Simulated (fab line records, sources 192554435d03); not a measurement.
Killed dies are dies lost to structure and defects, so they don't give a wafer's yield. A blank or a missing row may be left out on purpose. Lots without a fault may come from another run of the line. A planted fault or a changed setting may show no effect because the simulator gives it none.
Which tool did it? | flow n5_finfet | 24 lots, 72 wafers sampled, at 4 steps of a route of 1938

WHAT THE GAUGES READ, wafer by wafer
N5_BEOL_M13_CD_MEAS_10: target cd 190 nm.
lot  | measured     | on        | cd_nm (nm)
L075 | day 11 10:52 | cd_sem-01 | 189.0 189.9 189.1
L074 | day 11 11:35 | cd_sem-02 | 188.3 191.4 187.9
L076 | day 11 21:27 | cd_sem-02 | 187.4 190.5 187.2
L077 | day 12 07:49 | cd_sem-03 | 188.7 189.2 188.1
L078 | day 12 13:06 | cd_sem-01 | 190.7 190.0 190.8
L080 | day 12 16:52 | cd_sem-02 | 190.6 192.2 190.7
L079 | day 13 05:44 | cd_sem-02 | 190.2 188.6 190.5
L081 | day 13 07:09 | cd_sem-02 | 191.3 192.7 192.8
L083 | day 13 07:57 | cd_sem-03 | 191.1 191.6 192.6
L082 | day 13 17:04 | cd_sem-03 | 190.1 188.0 187.3
L084 | day 14 03:47 | cd_sem-01 | 188.9 190.3 192.1
L085 | day 14 07:39 | cd_sem-02 | 189.2 189.3 191.0
L086 | day 14 10:59 | cd_sem-03 | 189.8 190.0 190.2
L089 | day 14 19:32 | cd_sem-01 | 191.6 189.4 189.7
L088 | day 14 19:51 | cd_sem-03 | 190.7 191.5 190.2
L087 | day 15 01:17 | cd_sem-02 | 191.3 189.9 190.9
L091 | day 15 01:20 | cd_sem-01 | 188.1 189.7 189.5
L090 | day 15 03:06 | cd_sem-02 | 190.0 189.1 190.2
L092 | day 15 23:40 | cd_sem-03 | 188.7 188.9 189.8
L094 | day 16 00:18 | cd_sem-03 | 189.2 189.3 189.0
L093 | day 16 00:34 | cd_sem-01 | 188.5 189.6 190.2
L095 | day 16 18:19 | cd_sem-01 | 189.7 188.8 189.8
L096 | day 16 18:03 | cd_sem-03 | 190.3 190.6 190.3
L097 | day 17 10:04 | cd_sem-01 | 191.3 190.2 191.7

N5_BEOL_M13_OVL_MEAS_29.
lot  | measured     | on         | M13_OVL (nm)
L075 | day 11 11:58 | overlay-02 | 6 6 12
L074 | day 11 12:34 | overlay-02 | 7 5 2
L076 | day 12 00:04 | overlay-02 | 4 -6 4
L077 | day 12 08:55 | overlay-02 | 13 10 11
L078 | day 12 14:04 | overlay-02 | 1 1 5
L080 | day 12 17:50 | overlay-02 | 6 3 -1
L079 | day 13 06:44 | overlay-01 | 2 13 6
L081 | day 13 08:46 | overlay-02 | 1 4 3
L083 | day 13 09:03 | overlay-02 | 3 6 2
L082 | day 13 18:02 | overlay-01 | 2 4 5
L084 | day 14 04:55 | overlay-01 | 14 15 9
L085 | day 14 08:49 | overlay-01 | 1 4 1
L086 | day 14 11:59 | overlay-01 | 1 3 -6
L089 | day 14 20:38 | overlay-02 | 4 5 7
L088 | day 14 20:49 | overlay-01 | 11 17 4
L087 | day 15 02:23 | overlay-01 | 5 8 -2
L091 | day 15 02:33 | overlay-02 | 5 6 10
L090 | day 15 04:14 | overlay-02 | 8 -2 6
L092 | day 16 00:46 | overlay-01 | 8 12 13
L094 | day 16 01:26 | overlay-01 | 12 0 12
L093 | day 16 01:40 | overlay-01 | 18 8 9
L095 | day 16 19:17 | overlay-01 | -1 0 10
L096 | day 16 19:08 | overlay-01 | -4 8 0
L097 | day 17 11:10 | overlay-02 | 5 8 8

WHICH TOOL RAN EACH LOT (tool, then ch and the chambers of the sampled wafers, then the start)
lot  | N5_BEOL_M12_SPUTTER_44       | N5_BEOL_M12_SPUTTER_45
L075 | pvd_sputter-03, day 11 08:36 | pvd_sputter-03, day 11 08:41
L074 | pvd_sputter-03, day 11 09:19 | pvd_sputter-03, day 11 09:24
L076 | pvd_sputter-02, day 11 19:50 | pvd_sputter-02, day 11 19:55
L077 | pvd_sputter-01, day 12 06:14 | pvd_sputter-01, day 12 06:19
L078 | pvd_sputter-03, day 12 11:25 | pvd_sputter-03, day 12 11:29
L080 | pvd_sputter-02, day 12 15:17 | pvd_sputter-02, day 12 15:22
L079 | pvd_sputter-01, day 13 04:02 | pvd_sputter-01, day 13 04:07
L081 | pvd_sputter-02, day 13 05:34 | pvd_sputter-02, day 13 05:39
L083 | pvd_sputter-02, day 13 06:22 | pvd_sputter-02, day 13 06:27
L082 | pvd_sputter-01, day 13 15:22 | pvd_sputter-01, day 13 15:26
L084 | pvd_sputter-01, day 14 01:25 | pvd_sputter-01, day 14 01:30
L085 | pvd_sputter-02, day 14 06:04 | pvd_sputter-02, day 14 06:08
L086 | pvd_sputter-01, day 14 09:16 | pvd_sputter-01, day 14 09:21
L089 | pvd_sputter-02, day 14 17:53 | pvd_sputter-02, day 14 17:58
L088 | pvd_sputter-02, day 14 18:12 | pvd_sputter-02, day 14 18:17
L087 | pvd_sputter-01, day 14 23:34 | pvd_sputter-01, day 14 23:38
L091 | pvd_sputter-02, day 14 23:41 | pvd_sputter-02, day 14 23:46
L090 | pvd_sputter-03, day 15 01:30 | pvd_sputter-03, day 15 01:35
L092 | pvd_sputter-01, day 15 22:05 | pvd_sputter-01, day 15 22:10
L094 | pvd_sputter-01, day 15 22:35 | pvd_sputter-01, day 15 22:40
L093 | pvd_sputter-01, day 15 22:59 | pvd_sputter-01, day 15 23:04
L095 | pvd_sputter-03, day 16 16:11 | pvd_sputter-03, day 16 16:16
L096 | pvd_sputter-02, day 16 16:11 | pvd_sputter-02, day 16 16:16
L097 | pvd_sputter-02, day 17 08:23 | pvd_sputter-02, day 17 08:28
- N5_BEOL_M12_SPUTTER_44: material Ta, target thk 10 nm, time 16.13 s.
- N5_BEOL_M12_SPUTTER_45: material Cu, target thk 80 nm, time 13.33 s.

WHAT THE TOOLS THEMSELVES READ (means of the sampled wafers that have a number; where no wafer has one, the mark that the record gives instead)
N5_BEOL_M12_SPUTTER_44.
lot  | tool           | throttle_valve_pct (%)
L075 | pvd_sputter-03 | 28.4
L074 | pvd_sputter-03 | 29.4
L076 | pvd_sputter-02 | 29.7
L077 | pvd_sputter-01 | 30.7
L078 | pvd_sputter-03 | 29.2
L080 | pvd_sputter-02 | 28.7
L079 | pvd_sputter-01 | 28.6
L081 | pvd_sputter-02 | 30.3
L083 | pvd_sputter-02 | 30.1
L082 | pvd_sputter-01 | 30.5
L084 | pvd_sputter-01 | 30.7
L085 | pvd_sputter-02 | 29.1
L086 | pvd_sputter-01 | 29.1
L089 | pvd_sputter-02 | 29.1
L088 | pvd_sputter-02 | 30.2
L087 | pvd_sputter-01 | 29.3
L091 | pvd_sputter-02 | 29.3
L090 | pvd_sputter-03 | 30.8
L092 | pvd_sputter-01 | 29.6
L094 | pvd_sputter-01 | 29.6
L093 | pvd_sputter-01 | 30.9
L095 | pvd_sputter-03 | 29.4
L096 | pvd_sputter-02 | 31.1
L097 | pvd_sputter-02 | 28.8

N5_BEOL_M12_SPUTTER_45.
lot  | tool           | throttle_valve_pct (%)
L075 | pvd_sputter-03 | 28.4
L074 | pvd_sputter-03 | 29.3
L076 | pvd_sputter-02 | 29.9
L077 | pvd_sputter-01 | 30.5
L078 | pvd_sputter-03 | 29.3
L080 | pvd_sputter-02 | 28.8
L079 | pvd_sputter-01 | 28.7
L081 | pvd_sputter-02 | 30.5
L083 | pvd_sputter-02 | 30.0
L082 | pvd_sputter-01 | 30.4
L084 | pvd_sputter-01 | 30.5
L085 | pvd_sputter-02 | 29.5
L086 | pvd_sputter-01 | 29.2
L089 | pvd_sputter-02 | 29.3
L088 | pvd_sputter-02 | 30.2
L087 | pvd_sputter-01 | 29.5
L091 | pvd_sputter-02 | 29.3
L090 | pvd_sputter-03 | 31.0
L092 | pvd_sputter-01 | 29.5
L094 | pvd_sputter-01 | 29.7
L093 | pvd_sputter-01 | 31.0
L095 | pvd_sputter-03 | 29.3
L096 | pvd_sputter-02 | 31.2
L097 | pvd_sputter-02 | 28.9

THE ANSWER, worked out from the rows above alone
Rule: what is usual is taken from the lots themselves. Put in order of their means at a reading, lots are off if they are a third of the lots or fewer, leave a main group of 4 or more, and stand apart from it by a gap of 3 or more times the standard deviation of the main group's means; of several such gaps the widest counts. A main group whose means are all the same, to the digits that the tables above print for the reading, isn't used. A lot without any number at a reading at which 4 lots or more have one is off too. The other lots that the step has rows for count as sound. The gauges are gone through in route order, then the tools' own readings, and for those a lot's mean is taken as printed above. The first step at which some lot is off is used, and at that step the reading that is off furthest; a lot without a number counts as furthest.
No lot is off at any reading shown: from this, nothing can be told.

WHAT THE SIMULATOR HAD PUT IN
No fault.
